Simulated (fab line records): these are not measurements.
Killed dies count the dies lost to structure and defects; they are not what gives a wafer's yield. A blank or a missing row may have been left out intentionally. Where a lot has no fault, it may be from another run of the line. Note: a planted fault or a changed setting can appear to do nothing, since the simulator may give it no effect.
fab line records	flow n5-finfet
record lots=8	wafers=24	last-day=17
route steps=1938 shown BEOL_M5@1137
lots with no fault: from the same line, run without faults
start-h: hours from the record's first day to the start of the lot's first wafer shown	wait-h: hours from the lot's prior step to this one	" repeats the value in the row above	L1.1+2: a row that stands for several wafers	- no value present, or no start provided	* or withheld: withheld	< > ~ a bound
route shown NAME@n: names a module that has steps shown in the file, with the first one's number in the route	usual: average and standard deviation across the fault-free wafers	same: alike in all rows	chamber/n: place in a boat	sites: readings site by site	_std_site: standard deviation of those values	_edge_site: outer sites' mean less inner sites'	radius-mm: how far each site lies from the wafer's centre	mask NAME#n: copy n	behind: the most recent tool/chamber to have shaped the wafer	hold: why the lot went on hold/how many hours it stayed there/how the hold came to an end	device: the transistor (n, p or np) that didn't switch	end of line: at the end of the route, the tests of the same wafers	for a step that has no rows: nothing shown but its recipe	killed: dies that structure and defects cost at the first sort, which is not the same as the wafer's yield	map: dies across one wafer; x = killed, . = not, _ = none there
set.NAME: the setting that was run; set.NAME@STEP: the one run at that earlier step	model.NAME: the simulator's own value behind a step, which no gauge read
steps of the route over a sample of lots; a table a step, a row a wafer
services: when a tool's chamber went out of use (start-h, in hours from the record's first day, below 0 if earlier), for how many hours, and the reason
## steps
# step N5_BEOL_M5_STRIP_19
# recipe chemistry=O2	power-w=400	temp-c=40	pressure-mtorr=30	rf-frequency-hz=6e+07	bias-power-w=0	overash-fraction=0.2	o2-flow-sccm=225
# usual drypump-motor-current-A=5.5/0.41	oes-product-au=0.80/0.065	rf-vpp-V=3.6/0.49	showerhead-plenum-p-Torr=2.11/0.083	throttle-valve-pct=16.58/0.16
# same bias-power-w=0	overash-fraction=0.2
lot.wafer	tool	chamber	start-h	wait-h	drypump-motor-current-A	oes-product-au	rf-hours-counter-h	rf-vpp-V	showerhead-plenum-p-Torr	throttle-valve-pct
L166.3	rie-diel-06	0	179.16	0.1	5.6	0.96	14	2.9	2.12	16.28
L166.4	"	3	"	"	5.9	0.80	139	4.1	1.93	16.35
L166.6	"	2	"	"	5.4	0.83	-	4.1	2.24	16.66
L168.1	rie-diel-05	0	185.39	0.1	6.1	0.84	71	3.2	2.12	16.55
L168.2	"	2	"	"	5.1	0.85	69	4.0	2.22	16.52
L168.5	"	3	"	"	5.2	0.83	-	4.0	2.14	16.55
L175.2	rie-diel-05	2	228.20	0.1	5.1	0.82	80	3.7	2.21	16.53
L175.4	"	1	"	"	5.8	0.88	53	5.2	2.15	16.70
L175.5	"	2	"	"	5.1	0.82	-	3.2	2.21	16.52
L176.1	rie-diel-06	2	231.75	0.1	5.4	0.82	106	3.1	2.23	16.70
L176.3	"	3	"	"	5.9	0.78	155	4.4	1.92	16.38
L176.5	"	1	"	"	4.7	0.67	-	3.3	2.07	16.84
L178.1	rie-diel-05	0	248.67	0.1	6.0	0.81	89	3.7	2.11	16.58
L178.4	"	3	"	"	5.2	0.82	66	3.8	2.14	16.61
L178.5	"	2	"	"	5.1	0.81	-	2.9	2.21	16.53
L181.4	rie-diel-05	1	262.18	0.1	5.8	0.84	64	3.6	2.14	16.73
L181.5	"	2	"	"	5.1	0.80	-	3.3	2.21	16.56
L181.6	"	1	"	"	5.9	0.84	-	4.1	2.14	16.73
L185.2	rie-diel-06	3	289.79	0.1	5.9	0.77	171	3.7	1.92	16.38
L185.4	"	1	"	"	4.7	0.93	9	3.3	2.06	16.39
L185.6	"	3	"	"	5.9	0.76	-	2.9	1.92	16.40
L187.2	rie-diel-02	2	306.66	0.1	5.9	0.69	240	3.3	2.05	16.82
L187.4	"	0	"	"	5.0	0.71	209	3.1	2.09	16.80
L187.6	"	3	"	"	5.5	0.71	-	2.7	2.16	16.68
# step N5_BEOL_M5_ETCH_67
# recipe chemistry=CF4	target=SiARC	target-depth-a=156	mask-material=CAR-EUV	time-s=26	ion-energy-ev=80	pressure-mtorr=40	source-w=545	bias-w=36	Ar_flow_sccm=100	cf4-flow-sccm=100	ends=cleared
# usual drypump-motor-current-A=5.5/0.4	etch-rf-on-time-s=26.1/0.69	oes-product-au=0.68/0.058	rf-fwd-power-W=531.9/1.8	rf-vpp-V=184.3/1.3	showerhead-plenum-p-Torr=2.15/0.068	throttle-valve-pct=15.50/0.13
lot.wafer	tool	chamber	start-h	wait-h	drypump-motor-current-A	etch-rf-on-time-s	oes-product-au	rf-fwd-power-W	rf-hours-counter-h	rf-vpp-V	showerhead-plenum-p-Torr	throttle-valve-pct
L166.3	rie-diel-06	2	179.75	0.0	5.4	24.5	0.71	528.3	91	185.4	2.24	15.46
L166.4	"	3	"	"	5.9	25.8	0.67	532.3	139	181.5	1.99	15.35
L166.6	"	2	"	"	5.4	24.3	0.71	530.6	-	185.2	2.25	15.45
L168.1	rie-diel-05	2	187.49	0.0	5.1	25.3	0.72	529.5	69	186.7	2.24	15.35
L168.2	"	1	"	"	5.8	26.0	0.76	532.5	40	184.5	2.19	15.54
L168.5	"	1	"	"	5.8	26.1	0.75	530.1	-	183.8	2.19	15.55
L175.2	rie-diel-05	0	228.84	0.0	6.0	26.2	0.70	529.0	83	185.2	2.15	15.46
L175.4	"	2	"	"	5.1	26.0	0.70	530.8	80	186.4	2.24	15.37
L175.5	"	3	"	"	5.2	27.4	0.71	533.3	-	182.8	2.16	15.40
L176.1	rie-diel-05	2	234.90	0.0	5.1	26.1	0.70	531.7	83	186.1	2.24	15.34
L176.3	"	1	"	"	5.8	26.4	0.73	533.8	56	182.6	2.18	15.58
L176.5	"	0	"	"	6.0	26.2	0.70	530.7	-	184.5	2.15	15.47
L178.1	rie-diel-05	3	249.27	0.0	5.2	27.7	0.69	530.5	66	184.5	2.16	15.42
L178.4	"	1	"	"	5.9	26.4	0.73	533.3	60	185.9	2.18	15.59
L178.5	"	1	"	"	5.8	26.3	0.73	533.7	-	185.1	2.18	15.58
L181.4	rie-diel-06	0	262.76	0.0	5.6	26.3	0.76	532.7	41	184.4	2.18	15.41
L181.5	"	1	"	"	4.7	25.7	0.83	532.1	-	182.5	2.11	15.33
L181.6	"	0	"	"	5.7	26.3	0.75	532.6	-	184.1	2.18	15.39
L185.2	rie-diel-02	2	290.74	0.0	5.9	26.9	0.59	529.0	236	184.5	2.09	15.70
L185.4	"	0	"	"	5.0	26.3	0.61	532.9	205	183.5	2.13	15.68
L185.6	"	2	"	"	5.9	26.9	0.59	528.2	-	184.2	2.09	15.70
L187.2	rie-diel-02	2	307.40	0.0	5.9	27.1	0.59	531.3	240	183.4	2.09	15.72
L187.4	"	3	"	"	5.5	26.2	0.62	534.9	187	185.0	2.20	15.64
L187.6	"	2	"	"	5.9	27.1	0.58	530.6	-	183.8	2.09	15.72
# step N5_BEOL_M5_ETCH_68
# recipe chemistry=N2/H2	target=SOC	target-depth-a=800	overetch-a=160	mask-material=SiARC	temp-c=40	time-s=120	ion-energy-ev=200	pressure-mtorr=30	source-w=840	bias-w=150	n2-flow-sccm=200	h2-flow-sccm=200
# usual drypump-motor-current-A=5.5/0.4	oes-product-au=0.61/0.051	rf-fwd-power-W=835.2/2.9	rf-vpp-V=524.4/2.7	showerhead-plenum-p-Torr=2.57/0.1	throttle-valve-pct=17.77/0.22
lot.wafer	tool	chamber	start-h	wait-h	drypump-motor-current-A	oes-product-au	rf-fwd-power-W	rf-hours-counter-h	rf-vpp-V	showerhead-plenum-p-Torr	throttle-valve-pct
L166.3	rie-diel-06	2	179.78	0.0	5.4	0.62	836.3	91	527.3	2.67	17.67
L166.4	"	3	"	"	5.9	0.61	838.1	139	518.2	2.33	17.40
L166.6	"	2	"	"	5.4	0.62	835.9	-	527.1	2.67	17.67
L168.1	rie-diel-05	2	187.51	0.0	5.1	0.64	831.9	70	527.4	2.70	17.71
L168.2	"	1	"	"	5.8	0.68	832.3	40	525.5	2.61	18.05
L168.5	"	1	"	"	5.8	0.68	832.1	-	525.6	2.61	18.04
L175.2	rie-diel-05	0	228.86	0.0	6.0	0.63	834.7	83	525.3	2.58	17.74
L175.4	"	2	"	"	5.1	0.63	837.8	80	529.4	2.69	17.73
L175.5	"	3	"	"	5.2	0.64	836.7	-	523.9	2.60	17.91
L176.1	rie-diel-05	2	234.92	0.0	5.1	0.63	836.8	83	527.3	2.69	17.75
L176.3	"	1	"	"	5.8	0.67	833.7	56	525.1	2.60	18.08
L176.5	"	0	"	"	6.1	0.62	836.1	-	524.2	2.58	17.74
L178.1	rie-diel-05	3	249.29	0.0	5.2	0.64	836.8	66	522.9	2.60	17.95
L178.4	"	1	"	"	5.8	0.66	837.0	60	523.7	2.60	18.08
L178.5	"	1	"	"	5.8	0.66	836.6	-	523.0	2.60	18.08
L181.4	rie-diel-06	0	262.79	0.0	5.7	0.68	830.8	41	526.3	2.59	17.54
L181.5	"	1	"	"	4.7	0.74	834.5	-	522.4	2.48	17.34
L181.6	"	0	"	"	5.7	0.68	831.6	-	525.9	2.59	17.55
L185.2	rie-diel-02	2	290.77	0.0	5.9	0.54	837.8	236	522.1	2.49	17.97
L185.4	"	0	"	"	5.1	0.55	833.8	205	521.4	2.50	17.71
L185.6	"	2	"	"	5.9	0.54	834.8	-	523.7	2.49	17.97
L187.2	rie-diel-02	2	307.42	0.0	5.9	0.54	833.8	240	523.5	2.49	17.96
L187.4	"	3	"	"	5.5	0.55	838.7	188	526.0	2.65	18.07
L187.6	"	2	"	"	5.9	0.54	833.6	-	522.5	2.49	17.97
# step N5_BEOL_M5_TRENCH_ETCH_37
# recipe chemistry=C4F6/O2	target-depth-a=716.52	target=SiCOH_lowk	time-s=24.7	ion-energy-ev=250	pressure-mtorr=30	source-w=345	bias-w=185	Ar_flow_sccm=300	C4F6_flow_sccm=10	O2_flow_sccm=10
# usual drypump-motor-current-A=5.5/0.4	oes_f_703_au=0.81/0.067	oes_o_777_au=0.81/0.072	oes-product-au=0.80/0.069	rf-fwd-power-W=339.4/1.7	rf-vpp-V=658/20	showerhead-plenum-p-Torr=2.87/0.092	throttle-valve-pct=20.85/0.16
lot.wafer	tool	chamber	start-h	wait-h	drypump-motor-current-A	oes_f_703_au	oes_o_777_au	oes-product-au	rf-fwd-power-W	rf-hours-counter-h	rf-vpp-V	showerhead-plenum-p-Torr	throttle-valve-pct
L166.3	rie-diel-06	2	179.96	-	5.4	0.87	0.88	0.83	339.6	91	649	2.98	20.75
L166.4	"	3	"	"	5.9	0.81	0.81	0.79	341.0	139	630	2.64	20.63
L166.6	"	2	"	"	5.3	0.88	0.88	0.83	341.5	-	649	2.98	20.75
L168.1	rie-diel-05	2	187.70	-	5.1	0.83	0.84	0.85	340.8	70	682	2.98	20.64
L168.2	"	1	"	"	5.8	0.91	0.93	0.89	338.7	41	647	2.93	21.10
L168.5	"	1	"	"	5.8	0.91	0.93	0.89	340.1	-	646	2.93	21.09
L175.2	rie-diel-05	0	229.05	-	6.0	0.84	0.82	0.81	339.2	83	669	2.87	20.78
L175.4	"	2	"	"	5.1	0.81	0.83	0.83	339.9	80	678	2.97	20.67
L175.5	"	3	"	"	5.2	0.82	0.81	0.82	339.7	-	681	2.89	20.82
L176.1	rie-diel-05	2	235.11	-	5.1	0.82	0.83	0.82	343.0	83	680	2.97	20.70
L176.3	"	1	"	"	5.8	1.14	1.14	0.91	420.7	56	580	2.92	21.16
L176.5	"	0	"	"	6.1	0.82	0.82	0.82	339.0	-	671	2.86	20.80
L178.1	rie-diel-05	3	249.48	-	5.2	0.80	0.81	0.82	337.2	66	681	2.88	20.82
L178.4	"	1	"	"	5.8	1.13	1.12	0.88	419.5	60	581	2.92	21.13
L178.5	"	1	"	"	5.8	1.13	1.13	0.88	421.0	-	580	2.92	21.13
L181.4	rie-diel-06	0	262.97	-	5.7	0.87	0.87	0.88	336.4	41	674	2.90	20.71
L181.5	"	1	"	"	4.7	0.98	0.99	0.97	341.3	-	628	2.80	20.61
L181.6	"	0	"	"	5.6	0.88	0.88	0.89	335.8	-	674	2.90	20.71
L185.2	rie-diel-02	2	290.96	-	5.9	0.70	0.69	0.69	339.8	236	637	2.79	21.02
L185.4	"	0	"	"	5.0	0.72	0.75	0.71	337.4	205	684	2.84	21.04
L185.6	"	2	"	"	5.9	0.70	0.69	0.69	339.7	-	637	2.79	21.01
L187.2	rie-diel-02	2	307.61	-	5.9	0.70	0.69	0.68	337.9	240	637	2.79	21.02
L187.4	"	3	"	"	5.4	0.73	0.72	0.71	340.0	188	644	2.94	20.98
L187.6	"	2	"	"	5.9	0.69	0.68	0.69	338.7	-	638	2.79	21.02
# step N5_BEOL_M5_OCD_MEAS_38
# usual trench-depth-nm=70.9/1.5
lot.wafer	tool	chamber	start-h	wait-h	trench-depth-nm
L166.3	ocd-01	-	180.12	-	74.1
L166.4	"	-	"	"	71.7
L166.6	"	-	"	"	74.4
L168.1	ocd-01	-	187.85	-	72.9
L168.2	"	-	"	"	71.8
L168.5	"	-	"	"	70.6
L175.2	ocd-02	-	229.20	-	70.6
L175.4	"	-	"	"	71.7
L175.5	"	-	"	"	69.1
L176.1	ocd-02	-	235.26	-	72.5
L176.3	"	-	"	"	77.6
L176.5	"	-	"	"	70.9
L178.1	ocd-02	-	249.63	-	68.3
L178.4	"	-	"	"	74.0
L178.5	"	-	"	"	74.0
L181.4	ocd-01	-	263.14	-	72.0
L181.5	"	-	"	"	71.6
L181.6	"	-	"	"	71.3
L185.2	ocd-02	-	291.11	-	70.2
L185.4	"	-	"	"	71.5
L185.6	"	-	"	"	70.6
L187.2	ocd-02	-	307.76	-	68.4
L187.4	"	-	"	"	69.9
L187.6	"	-	"	"	67.8
# step N5_BEOL_M5_THK_MEAS_53
# recipe thk-meas-gauge=xrf	reads=Cu_of_BEOL_M5_ECD_50
# usual M5_THK=61.3/1.8
lot.wafer	tool	chamber	start-h	wait-h	M5_THK[nm]
L166.3	film-metro-02	-	188.61	-	63.9
L166.4	"	-	"	"	61.8
L166.6	"	-	"	"	64.4
L168.1	film-metro-01	-	194.75	-	64.5
L168.2	"	-	"	"	61.6
L168.5	"	-	"	"	61.0
L175.2	film-metro-02	-	236.13	-	62.2
L175.4	"	-	"	"	62.6
L175.5	"	-	"	"	60.9
L176.1	film-metro-02	-	242.22	-	63.3
L176.3	"	-	"	"	69.2
L176.5	"	-	"	"	61.9
L178.1	film-metro-02	-	256.74	-	60.6
L178.4	"	-	"	"	63.8
L178.5	"	-	"	"	65.6
L181.4	film-metro-02	-	274.66	-	61.8
L181.5	"	-	"	"	62.0
L181.6	"	-	"	"	59.8
L185.2	film-metro-01	-	298.09	-	59.4
L185.4	"	-	"	"	60.0
L185.6	"	-	"	"	60.5
L187.2	film-metro-02	-	314.49	-	59.1
L187.4	"	-	"	"	61.0
L187.6	"	-	"	"	59.7
# step N5_BEOL_M5_RS_MEAS_57
# recipe thk-meas-gauge=four-point-probe	reads=Co_of_BEOL_M5_CO_CAP_78+Cu_of_BEOL_M5_ECD_50+Co_of_BEOL_M5_CVD_47+TaN_of_BEOL_M5_ALD_86
# usual M5_RS=0.395/0.014
lot.wafer	tool	chamber	start-h	wait-h	M5_RS[ohm/sq]
L166.3	film-metro-01	-	188.87	0.1	0.375
L166.4	"	-	"	"	0.392
L166.6	"	-	"	"	0.371
L168.1	film-metro-01	-	195.01	0.0	0.373
L168.2	"	-	"	"	0.392
L168.5	"	-	"	"	0.399
L175.2	film-metro-02	-	236.47	0.1	0.387
L175.4	"	-	"	"	0.388
L175.5	"	-	"	"	0.396
L176.1	film-metro-01	-	242.51	0.0	0.380
L176.3	"	-	"	"	0.343
L176.5	"	-	"	"	0.394
L178.1	film-metro-01	-	257.03	0.1	0.399
L178.4	"	-	"	"	0.373
L178.5	"	-	"	"	0.361
L181.4	film-metro-02	-	274.93	0.0	0.391
L181.5	"	-	"	"	0.390
L181.6	"	-	"	"	0.407
L185.2	film-metro-01	-	298.38	0.1	0.407
L185.4	"	-	"	"	0.402
L185.6	"	-	"	"	0.398
L187.2	film-metro-01	-	314.75	0.1	0.412
L187.4	"	-	"	"	0.399
L187.6	"	-	"	"	0.407
## services
tool	chamber	start-h	hours	kind
rie-diel-05	2	208.68	3.8	repair
rie-diel-05	0	221.63	2.8	repair
rie-diel-06	1	237.52	-	clean
rie-diel-06	1	237.52	-	consumable-replace:focus-ring
rie-diel-06	1	237.52	21.4	scheduled-down
rie-diel-06	1	237.52	21.4	vent-cycle
rie-diel-06	3	272.94	8.2	repair
rie-diel-05	2	292.50	6.9	repair
## key
first-sign step=N5_BEOL_M5_TRENCH_ETCH_37	reading=rf-fwd-power-W	direction=up	sigmas=47	usual=*	struck=*
effect step=N5_BEOL_M5_TRENCH_ETCH_37	reading=oes_f_703_au	direction=up	sigmas=4.9	usual=0.81	struck=1.14
effect step=N5_BEOL_M5_OCD_MEAS_38	reading=trench-depth-nm	direction=up	sigmas=2.9	usual=70.9	struck=75.2
effect step=N5_BEOL_M5_THK_MEAS_53	reading=M5_THK	direction=up	sigmas=2.7	usual=61.3	struck=66.2
effect step=N5_BEOL_M5_RS_MEAS_57	reading=M5_RS	direction=down	sigmas=2.6	usual=0.395	struck=0.359
met-at N5_BEOL_M5_TRENCH_ETCH_37
struck-lots L176,L178
struck-wafers L176.3,L178.4,L178.5
not-acting-at N5_BEOL_M5_STRIP_19,N5_BEOL_M5_ETCH_67,N5_BEOL_M5_ETCH_68
onset-between 187.70 235.11
fault kind=process-parameter-drift	tool=rie-diel-05	chamber=1	onset-h=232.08	steps=N5_BEOL_M5_TRENCH_ETCH_37	channel=source-w	offset=82.8	shape=step	end-h=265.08	acts-in=these-recipes-only	stated=345
